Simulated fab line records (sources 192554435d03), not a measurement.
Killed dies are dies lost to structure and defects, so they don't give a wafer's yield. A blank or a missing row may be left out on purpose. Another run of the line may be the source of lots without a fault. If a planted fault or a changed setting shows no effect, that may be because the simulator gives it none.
Chamber matching | flow n5 finfet | rie diel-03 running N5_BEOL_M15_DESCUM_33: 4 sister chambers
The step chemistry O2, time 7.9 s. 4 wafers are shown with their chamber, then 8 later ones without.

== EACH WAFER AND ITS CHAMBER ==
wafer  | chamber | throttle valve pct (%)
L088.3 | 0       | 20.25
L089.2 | 1       | 20.82
L089.6 | 3       | 20.50
L096.1 | 2       | 20.41

== WAFERS MISSING THEIR CHAMBER ==
wafer  | throttle valve pct (%)
L096.3 | 20.52
L096.5 | 20.29
L094.1 | 20.27
L094.2 | 20.39
L094.3 | 20.54
L094.4 | 20.39
L094.5 | 20.54
L094.6 | 20.28

== WHICH CHAMBER EACH ONE RAN IN ==
wafer  | from the rows above | in truth
L096.3 | 3                   | 3
L096.5 | 0                   | 0
L094.1 | 0                   | 0
L094.2 | 2                   | 2
L094.3 | 3                   | 3
L094.4 | 2                   | 2
L094.5 | 3                   | 3
L094.6 | 0                   | 0
Correctly placed: 8 of 8. From these rows, 0 cannot be placed. 0 placed wrongly.
How it was worked out, from the rows above alone: a wafer's distance from a chamber is the root of the sum, over the readings, of the square of ((its reading less the chamber's mean) divided by the reading's scatter). The wafer belongs to the nearest chamber; if the next one is less than 2 further off, it can't be placed. The mean given for a chamber averages the wafers shown for that chamber. The scatter: root of mean squared gap, hidden wafer to nearest shown wafer, with one shown wafer a chamber.
